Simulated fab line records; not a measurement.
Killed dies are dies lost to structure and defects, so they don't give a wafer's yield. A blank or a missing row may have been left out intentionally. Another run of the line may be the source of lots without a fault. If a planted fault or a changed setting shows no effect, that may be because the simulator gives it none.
8D (eight disciplines) problem report, filled in by code + flow nand harc + the parts of the form that need people (team, actions taken, sign-off) are left out

== 1. THE PROBLEM ==
Wafers without a fault read 603.0 s, standard deviation 1.1; run length s at NHARC_P_GATE_STRIP_67 reads a mean of 200.7 s on 9 wafers belonging to 3 lots. That is -99 or more standard deviations from the usual mean.
The step: strips in SPM, time 600 s.
The first sign was on wafer L241.4 at day 7 22:30, on wet bench-09. The record has a number at this step for 42 wafers belonging to 14 lots. By rule, "out" or "out of limits" means more than 4 standard deviations away from the usual mean. All remaining wafers that have a number are taken as sound.

== 2. WHAT IT IS; WHAT IT IS NOT ==
| question                    | is                     | is not                                                                                 |
|-----------------------------|------------------------|----------------------------------------------------------------------------------------|
| which readings at this step | run length s           | -                                                                                      |
| which lots                  | L241, L242, L244       | L231, L233, L234, L235, L237, L239, L240, L243, L245, L251, L254                       |
| which wafers of those lots  | all that have a number | -                                                                                      |
| read on which tools         | wet bench-09           | wet bench-01, wet bench-04                                                             |
| when                        | from day 7 22:30       | up to then (21 sound wafers); but 12 sound wafers of L243, L245, L251, L254 came after |

== 3. THE SUSPECTS, EACH WITH WHAT RULES IT OUT ==
Counting: any tool at a process step up to the reading is kept as a suspect provided that every lot that is out went through it and no sound lot did after the first of them.
- wet bench-09 at NHARC_P_GATE_STRIP_67 (strips in SPM, time 600 s): kept. Every lot that is out went through it, starting with L241 (day 7 22:30), and after that it ran no sound lot; the last sound lot it ran before then is L240 (day 7 17:54). Out on those wafers are its own readings of run length s.
Remaining after the count: wet bench-09 at NHARC_P_GATE_STRIP_67.

== 4. THE CAUSE (what the simulator had put in) ==
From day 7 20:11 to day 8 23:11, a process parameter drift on wet bench-09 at NHARC_P_GATE_STRIP_67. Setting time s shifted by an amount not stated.
This tool alone remained once counting was done.

== 5. THE CHAIN OF EFFECTS, in route order ==
Each row: a reading where the mean over the struck wafers with a number is more than 3 standard deviations away from the usual. Only readings for which the record gives a usual standard deviation are gone through. hours: the time from each lot's start at the first step in this table that gives one to its start at this step, as a median over the lots. sigmas: the change in usual standard deviations.
| hours | step                  | reading      | usual   | on struck wafers | change | sigmas      |
|-------|-----------------------|--------------|---------|------------------|--------|-------------|
| 0     | NHARC_P_GATE_STRIP_67 | run length s | 603.0 s | 200.7            | -402.3 | -99 or more |
Process steps it contains:
- NHARC_P_GATE_STRIP_67: strips in SPM, time 600 s.
Later measuring or inspecting steps at which every struck wafer that the step has a row for has a number for every such reading, and none has moved that far: NHARC_END_SORT_01.

== 6. HOW IT WOULD HAVE BEEN CAUGHT EARLIER ==
First out-of-limits reading in this record: day 7 22:30, which is 2 hours after fault onset at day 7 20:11.
